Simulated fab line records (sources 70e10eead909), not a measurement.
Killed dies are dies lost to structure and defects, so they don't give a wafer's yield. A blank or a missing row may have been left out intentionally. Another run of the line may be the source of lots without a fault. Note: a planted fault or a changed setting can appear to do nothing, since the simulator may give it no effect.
8D (eight disciplines) problem report, filled in by code + flow nand harc + the parts of the form that need people (team, actions taken, sign-off) are left out

1. THE ISSUE
Mean of raw defect count at NHARC_P_GATE_INSPECT_68: 614 across 2 wafers in 2 lots; on wafers with no fault it is 176 (standard deviation 60). Measured from the usual mean, that is +7.3 standard deviations.
First observed at day 8 19:14: wafer L443.1, on defect inspect-01. At this step, 18 wafers from 6 lots have a number in the record. Rule for "out", or "out of limits": more than 4 standard deviations from the usual mean. The rest of the wafers with a number are treated as sound.

2. WHAT IT IS, WHAT IT ISN'T
| question                    | is                                   | is not                                                                    |
|-----------------------------|--------------------------------------|---------------------------------------------------------------------------|
| which readings at this step | raw defect count                     | -                                                                         |
| which lots                  | L443, L445                           | L435, L437, L441, L456                                                    |
| which wafers of those lots  | L443.1, L445.4                       | L443.4, L443.6, L445.3, L445.5                                            |
| read on which gauges        | defect inspect-01, defect inspect-02 | -                                                                         |
| when                        | from day 8 19:14                     | up to then (11 sound wafers); but 5 sound wafers of L445, L456 came after |

3. SUSPECTS, AND WHAT RULES EACH OUT
Counting: any tool at a process step up to the reading remains a suspect provided it ran every lot that is out. Sound lots after the first of them don't rule it out here, since some wafers of a struck lot are sound.
- the gauge at NHARC_P_GATE_INSPECT_68 has been ruled out. 2 gauges (defect inspect-01, defect inspect-02) read the wafers that are out.
- rie diel-06 at NHARC_P_GATE_DESCUM_31 (chemistry O2, time 3 s): kept. Every lot that is out went through it, the first being L443 (day 6 22:13); the last sound lot it ran before that was L441 (day 6 10:53).
- rie diel-06 at NHARC_P_GATE_HM_OPEN_105 (chemistry O2/COS, target depth 360 nm): kept. Every lot that is out went through it, the first being L443 (day 6 23:07); the last sound lot it ran before that was L441 (day 6 11:44). NHARC_P_GATE_HM_OPEN_105 gives no start for some lots, so the hours and the order of its lots are those of NHARC_P_GATE_ETCH_32.
- rie si-04 at NHARC_P_GATE_ETCH_32 (etches the open film in HBr/Cl2, target depth 150 nm, time 100.1 s): kept. Every lot that is out went through it, the first being L443 (day 6 23:07); the last sound lot it ran before that was L435 (day 6 09:17).
- ald sin-02 at NHARC_P_GATE_ALD_36 (deposits SiNx, target thk 20 nm, pulse time 60 s, ald cycles 223): kept. It ran every lot that is out, first L443 (day 8 01:45).
- plasma asher-01 at NHARC_P_GATE_STRIP_111 (strips in N2/H2, time 250 s): kept. Every lot that is out went through it, the first being L443 (day 8 12:50); the last sound lot it ran before that was L435 (day 7 16:40).
- At NHARC_P_GATE_ETCH_32, inside rie si-04: chamber 0 took the wafers that are out, while their sound lot-mates went through chambers 1, 2, 3.
Left after counting: rie diel-06 at NHARC_P_GATE_DESCUM_31, rie diel-06 at NHARC_P_GATE_HM_OPEN_105, rie si-04 at NHARC_P_GATE_ETCH_32, ald sin-02 at NHARC_P_GATE_ALD_36, plasma asher-01 at NHARC_P_GATE_STRIP_111.

4. THE CAUSE (what the simulator had put in)
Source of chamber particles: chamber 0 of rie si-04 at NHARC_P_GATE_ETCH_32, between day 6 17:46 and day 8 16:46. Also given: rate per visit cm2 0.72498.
This tool is one of the 5 suspects left after counting.

5. THE CHAIN OF EFFECTS, in route order
One row per reading whose mean, taken over the struck wafers that have a number, lies over 3 standard deviations from the usual. Only readings whose record carries a usual standard deviation are examined. hours: median over the lots of the time between each lot's start at the first step of this table that gives one and its start at this step. sigmas: the change, counted in usual standard deviations.
| hours | step                    | reading             | usual | on struck wafers | change | sigmas |
|-------|-------------------------|---------------------|-------|------------------|--------|--------|
| 0     | NHARC_P_GATE_INSPECT_68 | raw defect count    | 176   | 614              | +438   | +7.3   |
| 428   | NHARC_END_SORT_01       | killed at periphery | 3.0   | 76.0             | +73.0  | +32    |
| 428   | NHARC_END_SORT_01       | killed dies         | 33    | 94               | +60    | +5.0   |

6. HOW IT WOULD HAVE BEEN CAUGHT EARLIER
Counted from the fault's start at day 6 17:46, it took 49 hours until the first out-of-limits reading at a measuring or inspecting step in this record, taken at day 8 19:14.
An alarm limit of 4 standard deviations would not have fired on the tool readings at NHARC_P_GATE_ETCH_32 for which the record gives a usual standard deviation, since none of them was out on any struck wafer.
By day 8 19:14, every lot that is out (2) had started NHARC_P_GATE_ETCH_32 on rie si-04. A hold on the tool at that time would have spared none of them.
